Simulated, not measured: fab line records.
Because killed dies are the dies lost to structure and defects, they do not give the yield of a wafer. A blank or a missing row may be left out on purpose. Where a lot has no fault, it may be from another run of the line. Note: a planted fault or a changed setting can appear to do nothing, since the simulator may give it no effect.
Which tool was responsible? | flow n5Finfet | 25 wafers from 9 lots sampled at 5 of the route's 1938 steps

WHAT EACH GAUGE READ, for each wafer
N5_BEOL_M4_RC_MEAS_101. Usual: DIBL_N 37.7 mV/V, standard deviation 2; DIBL_P 37.7 mV/V, standard deviation 2.3; IOFF_N 0.18 nA/um, standard deviation 0.039; IOFF_P 0.23 nA/um, standard deviation 0.042; ION_N 681 uA/um, standard deviation 12; ION_P 463 uA/um, standard deviation 8; RC_DENSE_N 19.2 ohm.um, standard deviation 0.5; RC_DENSE_P 24.1 ohm.um, standard deviation 0.65; RC_N 15.7 ohm.um, standard deviation 0.38; RC_P 19.6 ohm.um, standard deviation 0.5; SS_N 71.9 mV/dec, standard deviation 0.68; SS_P 73.6 mV/dec, standard deviation 0.71; VT_N 248 mV, standard deviation 3.2; VT_P -249 mV, standard deviation 3.1.
lot  | measured     | on        | DIBL_N (mV/V)  | DIBL_P (mV/V)  | IOFF_N (nA/um) | IOFF_P (nA/um) | ION_N (uA/um) | ION_P (uA/um) | RC_DENSE_N (ohm.um) | RC_DENSE_P (ohm.um) | RC_N (ohm.um)  | RC_P (ohm.um)  | SS_N (mV/dec)  | SS_P (mV/dec)  | VT_N (mV)   | VT_P (mV)      | flag
L315 | day 12 07:17 | prober-01 | 36.6 38.5 40.1 | 36.6 38.0 42.1 | 0.17 0.20 0.26 | 0.24 0.25 0.36 | 669 675 688   | 464 460 471   | 19.0 19.1 18.8      | 24.0 24.1 23.7      | 15.5 15.6 15.4 | 19.5 19.6 19.3 | 72.1 72.3 72.8 | 72.7 73.1 73.9 | 249 248 243 | -245 -243 -241 | 
L316 | day 12 09:55 | prober-01 | 36.0 41.0 37.1 | 33.5 39.8 35.3 | 0.15 0.31 0.17 | 0.17 0.28 0.20 | 683 702 672   | 459 465 459   | 19.1 19.4 19.8      | 24.0 23.8 24.8      | 15.6 15.8 16.1 | 19.5 19.6 20.0 | 71.5 72.3 71.9 | 73.2 74.6 73.7 | 248 239 247 | -252 -246 -250 | 
L317 | day 12 01:04 | prober-02 | 42.7 36.7 42.0 | 41.4 34.8 40.6 | 0.26 0.13 0.25 | 0.31 0.18 0.30 | 704 672 707   | 480 465 482   | 19.3 18.9 18.6      | 24.3 23.6 23.4      | 15.7 15.4 15.2 | 19.5 19.0 19.0 | 73.3 71.3 72.9 | 74.6 72.9 74.4 | 244 254 245 | -245 -254 -247 | 
L319 | day 12 14:16 | prober-01 | 36.2 37.5 41.2 | 35.5 38.0 40.8 | 0.13 0.16 0.24 | 0.16 0.20 0.24 | 658 679 677   | 441 457 452   | 19.4 19.2 18.9      | 24.2 24.1 23.9      | 15.9 15.8 15.5 | 20.0 19.5 19.2 | 72.6 72.2 72.4 | 73.6 72.6 74.0 | 254 251 245 | -256 -254 -250 | 
L321 | day 13 17:46 | prober-01 | 36.3 39.2      | 37.5 41.1      | 0.16 0.23      | 0.21 0.26      | 684 700       | 469 471       | 18.5 18.9           | 23.0 23.6           | 15.1 15.4      | 18.9 19.2      | 72.1 72.5      | 73.8 75.4      | 252 245     | -249 -248      | 
L331 | day 15 22:14 | prober-02 | 37.4 40.2 36.1 | 38.8 41.9 37.4 | 0.16 0.23 0.15 | 0.23 0.27 0.20 | 657 677 669   | 451 458 453   | 24.4 23.3 23.6      | 30.3 28.9 29.3      | 19.8 18.9 19.1 | 24.7 23.7 23.9 | 71.4 72.8 71.9 | 74.0 74.6 73.9 | 254 246 252 | -251 -249 -252 | OFF
L332 | day 15 12:46 | prober-02 | 37.2 37.3 38.1 | 36.4 36.6 37.9 | 0.17 0.16 0.19 | 0.23 0.23 0.25 | 668 674 670   | 459 459 456   | 23.5 23.6 22.8      | 29.2 29.3 28.6      | 19.2 19.3 18.8 | 23.9 24.1 23.2 | 71.4 72.0 72.4 | 73.9 74.3 73.7 | 248 252 249 | -250 -250 -246 | OFF
L334 | day 16 18:10 | prober-01 | 38.2 33.5      | 38.9 32.8      | 0.19 0.11      | 0.24 0.16      | 685 674       | 466 461       | 18.5 19.7           | 22.7 24.3           | 15.0 16.0      | 18.7 19.9      | 71.8 70.6      | 73.5 72.8      | 246 254     | -248 -255      | 
L336 | day 17 01:52 | prober-02 | 38.5 35.3 36.5 | 36.9 35.0 36.6 | 0.20 0.15 0.15 | 0.21 0.19 0.20 | 681 682 671   | 464 464 457   | 18.6 19.4 18.9      | 23.5 24.5 23.7      | 15.2 15.9 15.3 | 19.1 20.0 19.3 | 72.8 71.3 71.7 | 73.6 73.6 73.2 | 247 248 251 | -249 -249 -249 | 

EACH LOT AND THE TOOL THAT RAN IT (in order: tool; ch and the chambers of the sampled wafers; start)
lot  | N5_MOL_CONTACT_COAG_DESCUM_13    | N5_MOL_CONTACT_COAG_IMPLANT_129 | N5_MOL_CONTACT_COAG_SPUTTER_143 | N5_MOL_CONTACT_COAG_ANNEAL_113
L315 | rieDiel-01 ch 1,2,3, day 5 03:53 | implanter-02 ch 0, day 5 04:23  | pvdSputter-02, day 5 09:52      | rtpAnneal-02 ch 0, day 5 10:55
L316 | rieDiel-04 ch 0,1,2, day 5 04:07 | implanter-01 ch 0, day 5 04:32  | pvdSputter-02, day 5 10:08      | rtpAnneal-01 ch 0, day 5 10:52
L317 | rieDiel-04 ch 0,2,3, day 5 06:17 | implanter-02 ch 0, day 5 06:44  | pvdSputter-02, day 5 10:52      | rtpAnneal-02 ch 0, day 5 11:50
L319 | rieDiel-04 ch 0,2,3, day 5 19:46 | implanter-02 ch 0, day 5 20:11  | pvdSputter-01, day 6 00:49      | rtpAnneal-02 ch 0, day 6 01:52
L321 | rieDiel-01 ch 0,2, day 6 08:20   | implanter-01 ch 0, day 6 08:52  | pvdSputter-03, day 6 12:25      | rtpAnneal-02 ch 0, day 6 13:35
L331 | rieDiel-01 ch 2,3, day 8 18:44   | implanter-02 ch 0, day 8 19:14  | pvdSputter-02, day 8 21:28      | rtpAnneal-01 ch 0, day 8 22:27
L332 | rieDiel-04 ch 0,1, day 8 20:28   | implanter-02 ch 0, day 8 21:02  | pvdSputter-01, day 9 00:10      | rtpAnneal-02 ch 0, day 9 01:11
L334 | rieDiel-05 ch 0,2, day 9 09:58   | implanter-01 ch 0, day 9 10:28  | pvdSputter-01, day 9 12:59      | rtpAnneal-01 ch 0, day 9 14:01
L336 | rieDiel-05 ch 0,3, day 10 01:44  | implanter-01 ch 0, day 10 02:10 | pvdSputter-02, day 10 05:06     | rtpAnneal-01 ch 0, day 10 05:50
- N5_MOL_CONTACT_COAG_DESCUM_13: chemistry O2, time 7 s.
- N5_MOL_CONTACT_COAG_IMPLANT_129
- N5_MOL_CONTACT_COAG_SPUTTER_143: material Co, target thk 2.5 nm.
- N5_MOL_CONTACT_COAG_ANNEAL_113: time 300 s.

WHAT THE TOOLS THEMSELVES READ (means of the sampled wafers that have a number; where no wafer has one, the mark that the record gives instead)
N5_MOL_CONTACT_COAG_DESCUM_13. Usual: drypumpMotorCurrentA 5.9 A, standard deviation 0.42; oesProductAu 0.79 a.u., standard deviation 0.083; rfVppV 243.8 V, standard deviation 1.2; showerheadPlenumPTorr 2.13 Torr, standard deviation 0.059; throttleValvePct 20.36 %, standard deviation 0.25.
lot  | tool       | drypumpMotorCurrentA (A) | oesProductAu (a.u.) | rfVppV (V) | showerheadPlenumPTorr (Torr) | throttleValvePct (%) | flag
L315 | rieDiel-01 | 6.0                      | 0.75                | 243.9      | 2.09                         | 20.37                | 
L316 | rieDiel-04 | 5.7                      | 0.83                | 244.3      | 2.10                         | 20.40                | 
L317 | rieDiel-04 | 5.5                      | 0.73                | 243.6      | 2.11                         | 20.41                | 
L319 | rieDiel-04 | 5.5                      | 0.74                | 243.4      | 2.11                         | 20.42                | 
L321 | rieDiel-01 | 5.9                      | 0.81                | 244.9      | 2.15                         | 20.17                | 
L331 | rieDiel-01 | 5.9                      | 0.74                | 243.4      | 2.08                         | 20.16                | 
L332 | rieDiel-04 | 5.5                      | 0.75                | 243.8      | 2.09                         | 20.64                | 
L334 | rieDiel-05 | 5.8                      | 0.84                | 243.8      | 2.16                         | 20.07                | 
L336 | rieDiel-05 | 6.0                      | 0.82                | 244.8      | 2.22                         | 20.22                | 

N5_MOL_CONTACT_COAG_IMPLANT_129. Usual: beamEnergyKeV 2.9998, standard deviation 0.00095; doseIonsCm2 6.001e+14, standard deviation 6.9e+11; endStationPressureTorr 6e-06 Torr, standard deviation 3.3e-07.
lot  | tool         | beamEnergyKeV | doseIonsCm2 | endStationPressureTorr (Torr) | flag
L315 | implanter-02 | 3.0002        | 5.992e+14   | 6e-06                         | 
L316 | implanter-01 | 3.0002        | 5.998e+14   | 6e-06                         | 
L317 | implanter-02 | 2.9997        | 6.004e+14   | 6e-06                         | 
L319 | implanter-02 | 2.9985        | 6.004e+14   | 6e-06                         | 
L321 | implanter-01 | 3.0003        | 6.010e+14   | 5e-06                         | OFF
L331 | implanter-02 | 1.2745        | 5.995e+14   | 1e-05                         | OFF
L332 | implanter-02 | 1.2747        | 5.994e+14   | 1e-05                         | OFF
L334 | implanter-01 | 3.0004        | 5.996e+14   | 6e-06                         | 
L336 | implanter-01 | 3.0007        | 5.999e+14   | 6e-06                         | 

N5_MOL_CONTACT_COAG_SPUTTER_143. Usual: throttleValvePct 30.2 %, standard deviation 1.2.
lot  | tool          | throttleValvePct (%) | flag
L315 | pvdSputter-02 | 30.5                 | 
L316 | pvdSputter-02 | 29.9                 | 
L317 | pvdSputter-02 | 30.0                 | 
L319 | pvdSputter-01 | 29.6                 | 
L321 | pvdSputter-03 | 28.8                 | 
L331 | pvdSputter-02 | 29.5                 | 
L332 | pvdSputter-01 | 31.1                 | 
L334 | pvdSputter-01 | 31.0                 | 
L336 | pvdSputter-02 | 30.4                 | 

N5_MOL_CONTACT_COAG_ANNEAL_113. Usual: lampPowerPct 2.939 %, standard deviation 0.014; lamp_zone_4_pct 2.939 %, standard deviation 0.013; lamp_zone_6_pct 2.909 %, standard deviation 0.014; wafer_temp_C_max 401.5, standard deviation 0.37.
lot  | tool         | lampPowerPct (%) | lamp_zone_4_pct (%) | lamp_zone_6_pct (%) | wafer_temp_C_max | flag
L315 | rtpAnneal-02 | 2.930            | 2.927               | 2.895               | 401.1            | 
L316 | rtpAnneal-01 | 2.958            | 2.956               | 2.930               | 401.8            | 
L317 | rtpAnneal-02 | 2.927            | 2.931               | 2.898               | 401.5            | 
L319 | rtpAnneal-02 | 2.928            | 2.927               | 2.898               | 401.1            | 
L321 | rtpAnneal-02 | 2.926            | 2.930               | 2.896               | 401.4            | 
L331 | rtpAnneal-01 | 2.959            | 2.954               | 2.927               | 401.8            | 
L332 | rtpAnneal-02 | 2.930            | 2.926               | 2.901               | 401.4            | 
L334 | rtpAnneal-01 | 2.958            | 2.959               | 2.929               | 401.6            | 
L336 | rtpAnneal-01 | 2.958            | 2.956               | 2.926               | 401.7            | 

THE ANSWER, worked out from the rows above alone
Rule: a lot is off if the mean of its wafers that have a number lies more than 3 standard deviations from the usual mean. A lot without any number at a reading at which 4 lots or more have one is off too. Any other lot the step has rows for is counted as sound. The gauges are gone through in route order, then the tools' own readings, and for those a lot's mean is taken as printed above. At the first step where some lot is off, the reading lying furthest off is the one used; lots without a number count as furthest.
Off: at N5_BEOL_M4_RC_MEAS_101 (RC_N), L331, L332.
If a tool, at a process step before that reading, ran all the lots that are off and no sound lot after the first of them, it fits. Not tried: the gauges at N5_BEOL_M4_RC_MEAS_101; whatever is off there is also off at N5_MOL_CONTACT_COAG_IMPLANT_129, on other tools, and gauge error can't account for it. One fits: implanter-02 at N5_MOL_CONTACT_COAG_IMPLANT_129. A fault onset in the window from L319 (day 5 20:11, its last sound lot) to L331 (day 8 19:14, its first lot off) fits.
The tool's own readings at N5_MOL_CONTACT_COAG_IMPLANT_129 bear it out: on the lots that are off they differ by more than 5 times the standard deviation of the sound lots' means. beamEnergyKeV reads 1.2746 there against 3.0000 on the sound lots; endStationPressureTorr reads 1e-05 Torr there against 6e-06 Torr on the sound lots.

WHAT THE SIMULATOR HAD PUT IN
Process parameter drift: implanter-02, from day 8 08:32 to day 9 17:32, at N5_MOL_CONTACT_COAG_IMPLANT_129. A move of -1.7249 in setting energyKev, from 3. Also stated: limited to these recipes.
Shown lots that were struck: L332, L331. This agrees with what the rule above found.
